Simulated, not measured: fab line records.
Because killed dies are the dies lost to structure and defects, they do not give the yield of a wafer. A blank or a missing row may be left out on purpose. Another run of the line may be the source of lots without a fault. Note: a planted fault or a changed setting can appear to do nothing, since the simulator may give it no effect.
fab line records + flow nand-harc
record:
- lots: 12
- wafers: 36
- last-day: 33
route steps=1302 shown P_STI@109 P_GATE@124 END@1302
lots with no fault: from the same line, run without faults
start-h: the number of hours between the record's first day and the start of the first shown wafer of the lot + wait-h: time in hours since the lot's previous step + " as in the row above + L1.1+2: a single row standing in for several wafers + - no value, or no start was given + * or withheld: withheld + < > ~ a bound
route shown NAME@n: a module of which the file shows steps, and the number in the route of the first + usual: average and standard deviation across the fault-free wafers + same: alike in all rows + chamber/n: place in a boat + sites: readings site by site + _std_site: standard deviation across them + _edge_site: outer sites' mean less inner sites' + radius-mm: how far each site lies from the wafer's centre + mask NAME#n: copy n + behind: tool/chamber where the wafer was last shaped + hold: why the lot went on hold/how many hours it stayed there/how the hold came to an end + device: the transistor (n, p or np) that didn't switch + end of line: at the end of the route, the tests of the same wafers + for a step that has no rows: nothing shown but its recipe + killed: at the first sort, the dies lost to defects and structure; wafer yield is something else + map: shows each die of a wafer: x if killed, . if not, _ if none is there
set.NAME: the setting that was run; set.NAME@STEP: the one run at that earlier step + model.NAME: the simulator's own value behind a step, which no gauge read
steps of the route over a sample of lots; a table a step, a row a wafer
services: when a tool's chamber went out of use (start-h, in hours from the record's first day, below 0 if earlier), for how many hours, and the reason
== steps ==
step: NHARC_P_STI_INSPECT_25
usual:
- raw-defect-count: 219/87
| lot.wafer | tool              | chamber | start-h | wait-h | raw-defect-count |
|-----------|-------------------|---------|---------|--------|------------------|
| L367.4    | defect-inspect-02 | -       | 90.17   | 0.4    | 152              |
| L367.5    | "                 | -       | "       | "      | 213              |
| L367.6    | "                 | -       | "       | "      | 193              |
| L368.1    | defect-inspect-02 | -       | 106.38  | 0.4    | 203              |
| L368.5    | "                 | -       | "       | "      | 205              |
| L368.6    | "                 | -       | "       | "      | 208              |
| L371.4    | defect-inspect-01 | -       | 136.02  | 0.4    | 191              |
| L371.5    | "                 | -       | "       | "      | 198              |
| L371.6    | "                 | -       | "       | "      | 365              |
| L372.1    | defect-inspect-02 | -       | 150.29  | 0.4    | 228              |
| L372.4    | "                 | -       | "       | "      | 215              |
| L372.5    | "                 | -       | "       | "      | 135              |
| L373.1    | defect-inspect-01 | -       | 156.98  | 0.4    | 309              |
| L373.4    | "                 | -       | "       | "      | 196              |
| L373.5    | "                 | -       | "       | "      | 425              |
| L374.2    | defect-inspect-02 | -       | 167.78  | 0.4    | 140              |
| L374.3    | "                 | -       | "       | "      | 120              |
| L374.6    | "                 | -       | "       | "      | 117              |
| L383.1    | defect-inspect-02 | -       | 249.62  | 0.4    | 457              |
| L383.2    | "                 | -       | "       | "      | 307              |
| L383.4    | "                 | -       | "       | "      | 279              |
| L384.2    | defect-inspect-02 | -       | 260.21  | 0.4    | 211              |
| L384.4    | "                 | -       | "       | "      | 301              |
| L384.6    | "                 | -       | "       | "      | 217              |
| L385.2    | defect-inspect-01 | -       | 270.04  | 0.4    | 166              |
| L385.3    | "                 | -       | "       | "      | 152              |
| L385.5    | "                 | -       | "       | "      | 324              |
| L386.3    | defect-inspect-01 | -       | 283.63  | 0.4    | 150              |
| L386.4    | "                 | -       | "       | "      | 195              |
| L386.5    | "                 | -       | "       | "      | 182              |
| L387.2    | defect-inspect-02 | -       | 297.39  | 0.4    | 356              |
| L387.3    | "                 | -       | "       | "      | 188              |
| L387.5    | "                 | -       | "       | "      | 264              |
| L388.2    | defect-inspect-01 | -       | 297.39  | 0.4    | 264              |
| L388.3    | "                 | -       | "       | "      | 269              |
| L388.5    | "                 | -       | "       | "      | 427              |
step: NHARC_P_GATE_DESCUM_13
recipe:
- time-s: 3
- o2-flow-sccm: 200
- ar-flow-sccm: 0
- bias-power-w: 0
- chemistry: O2
usual:
- drypump-motor-current-A: 6.0/0.44
- oes-product-au: 0.998/0.015
- rf-vpp-V: 57.9/0.79
- showerhead-plenum-p-Torr: 1.92/0.057
- throttle-valve-pct: 11.310/0.0081
| lot.wafer | tool        | chamber | start-h | wait-h | drypump-motor-current-A | oes-product-au | rf-hours-counter-h | rf-vpp-V | showerhead-plenum-p-Torr | throttle-valve-pct |
|-----------|-------------|---------|---------|--------|-------------------------|----------------|--------------------|----------|--------------------------|--------------------|
| L367.4    | rie-diel-10 | 3       | 99.14   | -      | 6.1                     | 0.986          | 1.9                | 58.2     | 1.92                     | 11.305             |
| L367.5    | "           | 2       | "       | "      | 6.8                     | 1.001          | -                  | 59.2     | 1.88                     | 11.303             |
| L367.6    | "           | 3       | "       | "      | 6.1                     | 0.987          | -                  | 57.0     | 1.92                     | 11.298             |
| L368.1    | rie-diel-06 | 3       | 114.83  | -      | 6.0                     | 1.013          | 5.5                | 58.4     | 1.99                     | 11.296             |
| L368.6    | "           | 1       | "       | "      | 6.7                     | 1.014          | -                  | 57.0     | 1.95                     | 11.312             |
| L368.5    | "           | 2       | "       | "      | 5.8                     | 0.995          | -                  | 57.9     | 1.84                     | 11.331             |
| L371.6    | rie-diel-10 | 2       | 144.51  | -      | 6.7                     | 0.988          | -                  | 57.5     | 1.88                     | 11.314             |
| L371.4    | "           | 3       | "       | "      | 6.1                     | 0.987          | -                  | 57.2     | 1.92                     | 11.293             |
| L371.5    | "           | 0       | "       | "      | 6.4                     | 0.992          | -                  | 57.5     | 2.01                     | 11.314             |
| L372.1    | rie-diel-09 | 2       | 159.26  | -      | 5.8                     | 1.021          | 0.5                | 57.7     | 1.90                     | 11.326             |
| L372.4    | "           | 3       | "       | "      | 5.5                     | 1.001          | 0.7                | 56.6     | 1.98                     | 11.308             |
| L372.5    | "           | 0       | "       | "      | 5.5                     | 1.023          | -                  | 58.8     | 1.85                     | 11.306             |
| L373.1    | rie-diel-09 | 0       | 166.60  | -      | 5.5                     | 1.021          | 2.5                | 57.8     | 1.85                     | 11.314             |
| L373.4    | "           | 3       | "       | "      | 5.5                     | 0.987          | 1.7                | 58.1     | 1.98                     | 11.314             |
| L373.5    | "           | 1       | "       | "      | 5.4                     | 1.005          | -                  | 57.7     | 1.94                     | 11.305             |
| L374.3    | rie-diel-10 | 3       | 176.38  | -      | 6.1                     | 0.984          | 5.0                | 58.7     | 1.92                     | 11.317             |
| L374.2    | "           | 0       | "       | "      | 6.4                     | 1.003          | 5.8                | 57.7     | 2.01                     | 11.312             |
| L374.6    | "           | 3       | "       | "      | 6.1                     | 0.982          | -                  | 57.3     | 1.92                     | 11.310             |
| L383.1    | rie-diel-06 | 1       | 261.53  | -      | 6.7                     | 1.007          | 5.9                | 58.8     | 1.95                     | 11.302             |
| L383.4    | "           | 2       | "       | "      | 5.8                     | 0.991          | 6.1                | 57.7     | 1.84                     | 11.310             |
| L383.2    | "           | 3       | "       | "      | 6.0                     | 0.985          | 6.2                | 59.2     | 1.99                     | 11.304             |
| L384.4    | rie-diel-09 | 0       | 269.95  | -      | 5.5                     | 1.020          | 7.0                | 57.3     | 1.85                     | 11.306             |
| L384.2    | "           | 2       | "       | "      | 5.8                     | 1.005          | 5.8                | 59.2     | 1.90                     | 11.324             |
| L384.6    | "           | 0       | "       | "      | 5.5                     | 1.013          | -                  | 58.8     | 1.85                     | 11.304             |
| L385.3    | rie-diel-09 | 1       | 278.97  | -      | 5.4                     | 1.013          | 6.0                | 58.1     | 1.94                     | 11.316             |
| L385.2    | "           | 2       | "       | "      | 5.8                     | 1.008          | 6.6                | 58.1     | 1.90                     | 11.319             |
| L385.5    | "           | 1       | "       | "      | 5.4                     | 1.014          | -                  | 58.2     | 1.94                     | 11.318             |
| L386.3    | rie-diel-10 | 3       | 292.45  | -      | 6.1                     | 0.975          | 4.6                | 57.9     | 1.92                     | 11.306             |
| L386.4    | "           | 0       | "       | "      | 6.4                     | 1.004          | 4.0                | 57.7     | 2.01                     | 11.314             |
| L386.5    | "           | 2       | "       | "      | 6.7                     | 1.004          | -                  | 57.1     | 1.87                     | 11.310             |
| L387.2    | rie-diel-09 | 3       | 306.24  | -      | 5.5                     | 0.985          | 9.7                | 59.0     | 1.98                     | 11.302             |
| L387.3    | "           | 3       | "       | "      | 5.5                     | 0.999          | -                  | 57.9     | 1.98                     | 11.318             |
| L387.5    | "           | 3       | "       | "      | 5.5                     | 1.001          | -                  | 58.0     | 1.98                     | 11.314             |
| L388.3    | rie-diel-10 | 2       | 306.37  | -      | 6.7                     | 1.005          | 5.8                | 57.7     | 1.87                     | 11.311             |
| L388.2    | "           | 1       | "       | "      | 5.9                     | 0.974          | 5.2                | 58.3     | 1.87                     | 11.316             |
| L388.5    | "           | 1       | "       | "      | 5.9                     | 0.986          | -                  | 58.1     | 1.87                     | 11.301             |
step: NHARC_P_GATE_EXPOSE_23
recipe:
- na: 1.35
- target-cd-nm: 120
- dose-mj: 93.91
- mask-id: P_GATE
| lot.wafer  | tool            | chamber | start-h | wait-h | mask        |
|------------|-----------------|---------|---------|--------|-------------|
| L367.4+5+6 | arfi-scanner-02 | 0       | 115.63  | -      | P_GATE#0    |
| L368.1+5+6 | arfi-scanner-03 | 0       | 130.78  | -      | P_GATE#0    |
| L371.4+5+6 | arfi-scanner-03 | 0       | 160.99  | -      | P_GATE#0    |
| L372.1+4+5 | arfi-scanner-02 | 0       | 177.39  | -      | P_GATE#0    |
| L373.1+4+5 | arfi-scanner-03 | 0       | 181.72  | -      | P_GATE#0    |
| L374.2+3+6 | arfi-scanner-03 | 0       | 191.10  | -      | P_GATE_R1#0 |
| L383.1+2+4 | arfi-scanner-03 | 0       | 279.09  | -      | P_GATE#0    |
| L384.2+4+6 | arfi-scanner-03 | 0       | 283.65  | -      | P_GATE#0    |
| L385.2+3+5 | arfi-scanner-01 | 0       | 295.99  | -      | P_GATE#0    |
| L386.3+4+5 | arfi-scanner-03 | 0       | 312.43  | -      | P_GATE#0    |
| L387.2+3+5 | arfi-scanner-02 | 0       | 322.50  | -      | P_GATE#0    |
| L388.2+3+5 | arfi-scanner-01 | 0       | 323.17  | -      | P_GATE#0    |
step: NHARC_P_GATE_CD_MEAS_26
recipe:
- target-cd-nm: 120
- landing-energy-ev: 500
usual:
- cd-nm: 120.0/0.72
| lot.wafer | tool      | chamber | start-h | wait-h | hold                     | cd-nm |
|-----------|-----------|---------|---------|--------|--------------------------|-------|
| L367.4    | cd-sem-01 | 0       | 115.76  | -      | -                        | 119.8 |
| L367.5    | "         | 0       | "       | "      | -                        | 119.8 |
| L367.6    | "         | 0       | "       | "      | -                        | 119.0 |
| L368.1    | cd-sem-01 | 0       | 130.92  | -      | -                        | 120.0 |
| L368.5    | "         | 0       | "       | "      | -                        | 119.7 |
| L368.6    | "         | 0       | "       | "      | -                        | 120.3 |
| L371.4    | cd-sem-03 | 0       | 161.13  | -      | -                        | 120.1 |
| L371.5    | "         | 0       | "       | "      | -                        | 120.2 |
| L371.6    | "         | 0       | "       | "      | -                        | 119.8 |
| L372.1    | cd-sem-03 | 0       | 177.53  | -      | -                        | 120.0 |
| L372.4    | "         | 0       | "       | "      | -                        | 119.3 |
| L372.5    | "         | 0       | "       | "      | -                        | 118.7 |
| L373.1    | cd-sem-01 | 0       | 181.86  | -      | -                        | 120.4 |
| L373.4    | "         | 0       | "       | "      | -                        | 120.2 |
| L373.5    | "         | 0       | "       | "      | -                        | 120.2 |
| L374.2    | cd-sem-02 | 0       | 191.23  | -      | await-dispo/0.2h/release | 93.3  |
| L374.3    | "         | 0       | "       | "      | await-dispo/0.2h/release | 92.4  |
| L374.6    | "         | 0       | "       | "      | await-dispo/0.2h/release | 92.2  |
| L374.2    | cd-sem-02 | 0       | -       | -      | -                        | 93.7  |
| L374.3    | "         | 0       | "       | "      | -                        | 92.5  |
| L374.6    | "         | 0       | "       | "      | -                        | 92.4  |
| L383.1    | cd-sem-01 | 0       | 279.23  | -      | -                        | 119.7 |
| L383.2    | "         | 0       | "       | "      | -                        | 119.9 |
| L383.4    | "         | 0       | "       | "      | -                        | 120.4 |
| L384.2    | cd-sem-03 | 0       | 283.79  | -      | -                        | 119.6 |
| L384.4    | "         | 0       | "       | "      | -                        | 119.9 |
| L384.6    | "         | 0       | "       | "      | -                        | 120.2 |
| L385.2    | cd-sem-03 | 0       | 296.13  | -      | -                        | 120.7 |
| L385.3    | "         | 0       | "       | "      | -                        | 120.2 |
| L385.5    | "         | 0       | "       | "      | -                        | 120.7 |
| L386.3    | cd-sem-02 | 0       | 312.56  | -      | -                        | 119.8 |
| L386.4    | "         | 0       | "       | "      | -                        | 120.7 |
| L386.5    | "         | 0       | "       | "      | -                        | 119.8 |
| L387.2    | cd-sem-02 | 0       | 322.64  | -      | -                        | 120.5 |
| L387.3    | "         | 0       | "       | "      | -                        | 122.1 |
| L387.5    | "         | 0       | "       | "      | -                        | 121.0 |
| L388.2    | cd-sem-01 | 0       | 323.30  | -      | -                        | 120.6 |
| L388.3    | "         | 0       | "       | "      | -                        | 120.4 |
| L388.5    | "         | 0       | "       | "      | -                        | 121.2 |
step: NHARC_P_GATE_INSPECT_28
usual:
- raw-defect-count: 6.4/2.8
| lot.wafer | tool              | chamber | start-h | wait-h | raw-defect-count |
|-----------|-------------------|---------|---------|--------|------------------|
| L367.4    | defect-inspect-01 | -       | 115.88  | 0.0    | 4                |
| L367.5    | "                 | -       | "       | "      | 8                |
| L367.6    | "                 | -       | "       | "      | 5                |
| L368.1    | defect-inspect-01 | -       | 131.05  | 0.0    | 7                |
| L368.5    | "                 | -       | "       | "      | 4                |
| L368.6    | "                 | -       | "       | "      | 8                |
| L371.4    | defect-inspect-01 | -       | 161.24  | 0.0    | 6                |
| L371.5    | "                 | -       | "       | "      | 4                |
| L371.6    | "                 | -       | "       | "      | 6                |
| L372.1    | defect-inspect-01 | -       | 177.65  | 0.0    | 5                |
| L372.4    | "                 | -       | "       | "      | 3                |
| L372.5    | "                 | -       | "       | "      | 6                |
| L373.1    | defect-inspect-02 | -       | 181.98  | 0.0    | 4                |
| L373.4    | "                 | -       | "       | "      | 10               |
| L373.5    | "                 | -       | "       | "      | 8                |
| L374.2    | defect-inspect-01 | -       | 193.36  | 0.0    | 8                |
| L374.3    | "                 | -       | "       | "      | 10               |
| L374.6    | "                 | -       | "       | "      | 10               |
| L383.1    | defect-inspect-02 | -       | 279.35  | 0.0    | 5                |
| L383.2    | "                 | -       | "       | "      | 7                |
| L383.4    | "                 | -       | "       | "      | 6                |
| L384.2    | defect-inspect-02 | -       | 283.91  | 0.0    | 4                |
| L384.4    | "                 | -       | "       | "      | 3                |
| L384.6    | "                 | -       | "       | "      | 9                |
| L385.2    | defect-inspect-02 | -       | 296.25  | 0.0    | 9                |
| L385.3    | "                 | -       | "       | "      | 10               |
| L385.5    | "                 | -       | "       | "      | 3                |
| L386.3    | defect-inspect-01 | -       | 312.68  | 0.0    | 2                |
| L386.4    | "                 | -       | "       | "      | 1                |
| L386.5    | "                 | -       | "       | "      | 8                |
| L387.2    | defect-inspect-01 | -       | 322.77  | 0.0    | 8                |
| L387.3    | "                 | -       | "       | "      | 13               |
| L387.5    | "                 | -       | "       | "      | 13               |
| L388.2    | defect-inspect-02 | -       | 323.42  | 0.0    | 6                |
| L388.3    | "                 | -       | "       | "      | 4                |
| L388.5    | "                 | -       | "       | "      | 9                |
step: NHARC_P_GATE_CD_MEAS_33
usual:
- cd-nm: 120/3.5
| lot.wafer | tool      | chamber | start-h | wait-h | hold                     | cd-nm |
|-----------|-----------|---------|---------|--------|--------------------------|-------|
| L367.4    | cd-sem-01 | -       | 116.75  | -      | -                        | 118   |
| L367.5    | "         | -       | "       | "      | -                        | 121   |
| L367.6    | "         | -       | "       | "      | -                        | 118   |
| L368.1    | cd-sem-02 | -       | 131.91  | -      | -                        | 123   |
| L368.5    | "         | -       | "       | "      | -                        | 120   |
| L368.6    | "         | -       | "       | "      | -                        | 122   |
| L371.4    | cd-sem-02 | -       | 162.11  | -      | -                        | 120   |
| L371.5    | "         | -       | "       | "      | -                        | 125   |
| L371.6    | "         | -       | "       | "      | -                        | 118   |
| L372.1    | cd-sem-03 | -       | 178.51  | -      | -                        | 124   |
| L372.4    | "         | -       | "       | "      | -                        | 118   |
| L372.5    | "         | -       | "       | "      | -                        | 116   |
| L373.1    | cd-sem-01 | -       | 182.84  | -      | -                        | 128   |
| L373.4    | "         | -       | "       | "      | -                        | 116   |
| L373.5    | "         | -       | "       | "      | -                        | 117   |
| L374.2    | cd-sem-01 | -       | 194.27  | -      | await-dispo/0.2h/release | 95    |
| L374.3    | "         | -       | "       | "      | await-dispo/0.2h/release | 98    |
| L374.6    | "         | -       | "       | "      | await-dispo/0.2h/release | 90    |
| L374.2    | cd-sem-01 | -       | 194.45  | 0.2    | -                        | 95    |
| L374.3    | "         | -       | "       | "      | -                        | 99    |
| L374.6    | "         | -       | "       | "      | -                        | 90    |
| L383.1    | cd-sem-01 | -       | 280.21  | -      | -                        | 124   |
| L383.2    | "         | -       | "       | "      | -                        | 124   |
| L383.4    | "         | -       | "       | "      | -                        | 123   |
| L384.2    | cd-sem-02 | -       | 284.78  | -      | -                        | 122   |
| L384.4    | "         | -       | "       | "      | -                        | 118   |
| L384.6    | "         | -       | "       | "      | -                        | 124   |
| L385.2    | cd-sem-03 | -       | 297.11  | -      | -                        | 118   |
| L385.3    | "         | -       | "       | "      | -                        | 119   |
| L385.5    | "         | -       | "       | "      | -                        | 119   |
| L386.3    | cd-sem-02 | -       | 313.72  | 0.1    | -                        | 116   |
| L386.4    | "         | -       | "       | "      | -                        | 125   |
| L386.5    | "         | -       | "       | "      | -                        | 118   |
| L387.2    | cd-sem-03 | -       | 323.63  | -      | -                        | 116   |
| L387.3    | "         | -       | "       | "      | -                        | 123   |
| L387.5    | "         | -       | "       | "      | -                        | 120   |
| L388.2    | cd-sem-01 | -       | 324.28  | -      | -                        | 123   |
| L388.3    | "         | -       | "       | "      | -                        | 120   |
| L388.5    | "         | -       | "       | "      | -                        | 123   |
step: NHARC_END_SORT_01
recipe:
- temp-c: 25
usual:
- killed-at-array: 59/20
- killed-at-other: 0.8/1.1
- killed-at-periphery: 5/3.1
- killed-dies: 64/21
- killed-open: 3.4/1.9
- killed-short: 2.3/1.7
same:
- gross-dies: 677
| lot.wafer | tool      | chamber | start-h | wait-h | hold                   | killed-at-array | killed-at-other | killed-at-periphery | killed-dies | killed-open | killed-short |
|-----------|-----------|---------|---------|--------|------------------------|-----------------|-----------------|---------------------|-------------|-------------|--------------|
| L367.4    | prober-02 | 0       | 576.62  | 3.4    | -                      | 91              | 1               | 4                   | 96          | 2           | 1            |
| L367.5    | prober-02 | 0       | 577.42  | 3.7    | -                      | 76              | 1               | 4                   | 81          | 6           | 2            |
| L367.6    | prober-02 | 0       | 578.22  | 4.0    | -                      | 68              | 0               | 4                   | 72          | 2           | 1            |
| L371.4    | prober-02 | 0       | 612.23  | 3.4    | -                      | 38              | 0               | 4                   | 42          | 3           | 0            |
| L371.5    | prober-02 | 0       | 613.03  | 3.7    | -                      | 43              | 1               | 4                   | 48          | 6           | 1            |
| L371.6    | prober-02 | 0       | 613.83  | 4.0    | -                      | 47              | 1               | 2                   | 50          | 7           | 2            |
| L374.2    | prober-02 | 0       | 682.00  | 2.8    | await-dispo/1.2h/scrap | 53              | 0               | 529                 | 582         | 2           | 2            |
| L374.3    | prober-02 | 0       | 682.80  | 3.1    | await-dispo/1.2h/scrap | 62              | 0               | 351                 | 413         | 2           | 1            |
| L374.6    | prober-02 | 0       | 685.20  | 4.0    | await-dispo/1.2h/scrap | 53              | 0               | 605                 | 658         | 2           | 2            |
| L386.3    | prober-02 | 0       | 781.88  | 3.1    | -                      | 55              | 2               | 5                   | 62          | 6           | 1            |
| L386.4    | prober-02 | 0       | 782.69  | 3.4    | -                      | 59              | 4               | 4                   | 67          | 6           | 0            |
| L386.5    | prober-02 | 0       | 783.49  | 3.7    | -                      | 74              | 1               | 4                   | 79          | 2           | 7            |
killed by level:class
L367.4 A_CHANNEL_HOLE_D1:chamber-film-flake=35 A_CHANNEL_HOLE_D2:chamber-film-flake=28 A_SLIT:chamber-film-flake=19 A_SGD_CUT:chamber-film-flake=3 A_WL_FILL:chamber-film-flake=2 A_DECK1_JOINT:geometric-particle:open=1 P_M0:chamber-film-flake=1 A_SGD_CUT:geometric-particle:short=1
L367.5 A_CHANNEL_HOLE_D1:chamber-film-flake=27 A_CHANNEL_HOLE_D2:chamber-film-flake=18 A_SLIT:chamber-film-flake=15 A_CONTACT:chamber-film-flake=4 P_CONTACT:geometric-particle:open=2 P_STI:chamber-film-flake=2 A_SGD_CUT:chamber-film-flake=2 A_CHANNEL_HOLE_D1:geometric-particle:open=1
L367.6 A_CHANNEL_HOLE_D1:chamber-film-flake=27 A_SLIT:chamber-film-flake=21 A_CHANNEL_HOLE_D2:chamber-film-flake=13 A_CONTACT:chamber-film-flake=3 P_GATE:chamber-film-flake=2 P_GATE:geometric-particle:open=1 A_CHANNEL_HOLE_D1:geometric-particle:short=1 A_BLC:geometric-particle:open=1
L371.4 A_CHANNEL_HOLE_D2:chamber-film-flake=27 A_CONTACT:chamber-film-flake=6 P_M0:geometric-particle:open=2 P_ZERO_WELL:chamber-film-flake=2 A_CHANNEL_HOLE_D1:chamber-film-flake=2 A_CHANNEL_FILL_D2:geometric-particle:open=1 A_STAIRCASE:chamber-film-flake=1 A_SLIT:chamber-film-flake=1
L371.5 A_CHANNEL_HOLE_D2:chamber-film-flake=31 A_CONTACT:chamber-film-flake=4 P_M0:geometric-particle:open=2 A_CHANNEL_HOLE_D1:chamber-film-flake=2 A_STAIRCASE:chamber-film-flake=2 P_STI:geometric-particle:open=1 A_ONON_D1:geometric-particle:short=1 A_BLC:geometric-particle:open=1
L371.6 A_CHANNEL_HOLE_D2:chamber-film-flake=32 A_STAIRCASE:chamber-film-flake=3 A_CONTACT:chamber-film-flake=3 A_M0:geometric-particle:open=2 P_GATE:geometric-particle:open=1 P_M0:geometric-particle:open=1 A_SOURCE_PLATE:geometric-particle:open=1 A_ONON_D2:geometric-particle:open=1
L374.2 P_GATE:area-expose=526 A_SLIT:chamber-film-flake=25 A_CHANNEL_HOLE_D2:chamber-film-flake=9 A_CONTACT:chamber-film-flake=6 A_M1:chamber-film-flake=6 A_CHANNEL_HOLE_D1:chamber-film-flake=4 P_STI:chamber-film-flake=2 P_STI:geometric-particle:short=1
L374.3 P_GATE:area-expose=348 A_SLIT:chamber-film-flake=33 A_CHANNEL_HOLE_D2:chamber-film-flake=13 A_CHANNEL_HOLE_D1:chamber-film-flake=4 P_STI:chamber-film-flake=2 A_ZERO_WELL:chamber-film-flake=2 A_STAIRCASE:chamber-film-flake=2 A_CONTACT:chamber-film-flake=2
L374.6 P_GATE:area-expose=601 A_SLIT:chamber-film-flake=22 A_CHANNEL_HOLE_D2:chamber-film-flake=13 P_ZERO_WELL:chamber-film-flake=3 A_ZERO_WELL:chamber-film-flake=3 A_CHANNEL_HOLE_D1:chamber-film-flake=3 A_STAIRCASE:chamber-film-flake=3 A_CONTACT:chamber-film-flake=2
L386.3 A_CHANNEL_HOLE_D2:chamber-film-flake=30 A_CHANNEL_HOLE_D1:chamber-film-flake=13 A_CONTACT:chamber-film-flake=5 P_CONTACT:geometric-particle:open=3 A_CONTACT:geometric-particle:open=3 A_SLIT:chamber-film-flake=3 THIN_TSV:chamber-film-flake=2 A_BLC:geometric-particle:short=1
L386.4 A_CHANNEL_HOLE_D2:chamber-film-flake=25 A_CHANNEL_HOLE_D1:chamber-film-flake=18 A_SLIT:chamber-film-flake=6 THIN_TSV:chamber-film-flake=4 A_ONON_D1:geometric-particle:open=2 A_ONON_D2:geometric-particle:open=2 P_ZERO_WELL:chamber-film-flake=2 A_STAIRCASE:chamber-film-flake=2
L386.5 A_CHANNEL_HOLE_D2:chamber-film-flake=27 A_SLIT:chamber-film-flake=20 A_CHANNEL_HOLE_D1:chamber-film-flake=14 A_CONTACT:chamber-film-flake=6 A_ONON_D1:geometric-particle:short=2 A_CHANNEL_FILL_D1:geometric-particle:open=2 A_CHANNEL_FILL_D2:geometric-particle:short=2 P_GATE:chamber-film-flake=2
== services ==
| tool            | chamber | start-h | hours | kind   |
|-----------------|---------|---------|-------|--------|
| arfi-scanner-01 | -       | 80.00   | 4.0   | pm     |
| arfi-scanner-03 | -       | 94.46   | 0.9   | repair |
| arfi-scanner-01 | -       | 101.97  | 1.1   | repair |
| rie-diel-06     | -       | 130.20  | 9.0   | pm     |
| rie-diel-10     | 1       | 138.61  | 15.9  | repair |
| arfi-scanner-02 | -       | 140.00  | 4.0   | pm     |
| rie-diel-09     | -       | 143.36  | 9.0   | pm     |
| rie-diel-10     | 2       | 159.70  | 4.9   | repair |
| rie-diel-10     | 3       | 160.82  | 4.3   | repair |
| rie-diel-10     | 1       | 186.48  | 4.1   | repair |
| arfi-scanner-03 | -       | 194.41  | 1.3   | repair |
| arfi-scanner-03 | -       | 196.01  | 4.0   | pm     |
| rie-diel-10     | 2       | 206.09  | 1.2   | repair |
| arfi-scanner-03 | -       | 224.15  | 9.0   | repair |
| arfi-scanner-02 | -       | 240.90  | 1.0   | repair |
| rie-diel-10     | -       | 242.50  | 9.0   | pm     |
| rie-diel-09     | 1       | 243.29  | 7.4   | repair |
| rie-diel-09     | 1       | 284.03  | 110.2 | repair |
| arfi-scanner-02 | -       | 286.79  | 0.5   | repair |
| rie-diel-10     | 3       | 298.93  | 6.9   | repair |
| rie-diel-09     | 2       | 305.36  | 10.9  | repair |
| rie-diel-10     | 0       | 305.69  | 9.4   | repair |
| arfi-scanner-02 | -       | 312.00  | 4.0   | pm     |
| rie-diel-09     | -       | 320.36  | 9.0   | pm     |
== key ==
first-sign:
- step: NHARC_P_GATE_EXPOSE_23
- reading: mask
- direction: changed
effect:
- step: NHARC_P_GATE_CD_MEAS_26
- reading: visit
- direction: added
effect:
- step: NHARC_P_GATE_CD_MEAS_26
- reading: cd-nm
- direction: down
- sigmas: 38
- usual: 120.0
- struck: 92.6
effect:
- step: NHARC_P_GATE_CD_MEAS_33
- reading: visit
- direction: added
effect:
- step: NHARC_P_GATE_CD_MEAS_33
- reading: cd-nm
- direction: down
- sigmas: 7.3
- usual: 120
- struck: 94
effect:
- step: NHARC_END_SORT_01
- reading: killed-at-periphery
- direction: up
- sigmas: 99+
- usual: 5
- struck: 495
more-kills-born-at:
- NHARC_P_GATE_EXPOSE_23@arfi-scanner-03: 1475
met-at NHARC_P_GATE_EXPOSE_23
struck-lots L374
later-rows-left-out L374.2,L374.3,L374.6
tester-left-out L374
not-acting-at NHARC_P_STI_INSPECT_25,NHARC_P_GATE_DESCUM_13,NHARC_P_GATE_INSPECT_28
onset-between 181.72 191.10
fault:
- kind: wrong-mask
- tool: any
- chamber: -
- onset-h: 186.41
- steps: NHARC_P_GATE_EXPOSE_23
- aux-copy: P_GATE_R1#0
- cd-offset-nm: -28.222
- scope: struck-lots-only
tester-left-out: of these lots the tester's yield and bins aren't shown, on N5 and GAA mostly nor the transistor test; their killed dies are dies lost to structure and defects alone, not to doping, threshold or leakage, so they don't give the yield
later-rows-left-out: the simulator's readings of these wafers behind a module that went badly wrong aren't trusted and aren't shown, but for the sort
